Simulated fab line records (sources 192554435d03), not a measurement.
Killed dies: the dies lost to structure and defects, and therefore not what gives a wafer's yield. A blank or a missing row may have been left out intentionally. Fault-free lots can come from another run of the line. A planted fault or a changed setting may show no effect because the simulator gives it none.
Chamber matching	flow n5Finfet	N5_BEOL_M9_DEP_56 on pecvd-01 has 3 sister chambers
The step deposits SiCN from 3MS/NH3, target thk 15 nm, time 26.5 s. 22 wafers are shown with their chamber, then 11 later ones without.

EACH WAFER AND ITS CHAMBER
wafer	chamber	showerheadVppV (V)	throttleValvePct (%)	showerheadPlenumPTorr (Torr)
L075.1	0	841	9.0	3.664
L075.3	1	862	8.9	3.672
L075.5	0	836	9.1	3.664
L074.2	2	871	9.1	3.656
L074.3	0	852	9.2	3.663
L074.6	0	839	9.3	3.660
L076.2	0	838	9.1	3.672
L076.5	0	843	9.0	3.660
L076.6	2	901	9.3	3.653
L078.2	0	821	9.0	3.658
L078.3	1	868	8.5	3.660
L078.6	0	839	9.2	3.655
L080.1	0	848	9.3	3.670
L080.4	2	884	9.0	3.656
L080.5	2	880	9.1	3.655
L082.1	2	881	9.1	3.651
L082.2	1	845	9.0	3.663
L082.4	1	854	9.0	3.676
L089.2	0	833	9.0	3.667
L089.4	1	863	8.7	3.661
L089.5	2	892	9.0	3.669
L091.3	0	842	9.1	3.663

SIGNATURES, as means of the wafers listed above
reading	chamber 0	chamber 1	chamber 2	scatter within a chamber
showerheadVppV	839.27	858.40	884.83	8.93
throttleValvePct	9.118	8.820	9.100	0.142
showerheadPlenumPTorr	3.66327	3.66640	3.65667	0.0059
Rule: for each reading, subtract the chamber's mean from the wafer's reading, divide by that reading's scatter and square the result; add these up over the readings and take the root, which gives the wafer's distance from the chamber. If the next closest chamber is less than 2 further off than the closest, the wafer can't be placed; otherwise it belongs to the closest. The scatter: take each reading less its chamber's mean, square it, sum over the shown wafers, divide by the number of wafers less the number of chambers, and take the root.

WAFERS WITH NO CHAMBER GIVEN
wafer	showerheadVppV (V)	throttleValvePct (%)	showerheadPlenumPTorr (Torr)
L091.5	889	9.2	3.653
L091.6	834	9.3	3.669
L092.1	859	8.6	3.682
L092.2	842	9.0	3.666
L092.3	903	9.2	3.662
L095.1	845	9.1	3.668
L095.3	905	9.4	3.661
L095.6	821	8.8	3.658
L097.1	868	8.7	3.677
L097.3	841	9.1	3.655
L097.6	840	9.0	3.674

WHICH CHAMBER EACH ONE RAN IN
wafer	from the rows above	in truth
L091.5	2	2
L091.6	0	0
L092.1	1	1
L092.2	can't be placed: 0 or 1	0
L092.3	2	2
L095.1	can't be placed: 0 or 1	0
L095.3	2	2
L095.6	can't be placed: 0 or 1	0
L097.1	1	1
L097.3	can't be placed: 0 or 1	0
L097.6	can't be placed: 0 or 1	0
Placed correctly: 6 of 11. From these rows, 5 cannot be placed; in 5 the true chamber is one of the candidates. Placed wrongly: 0.
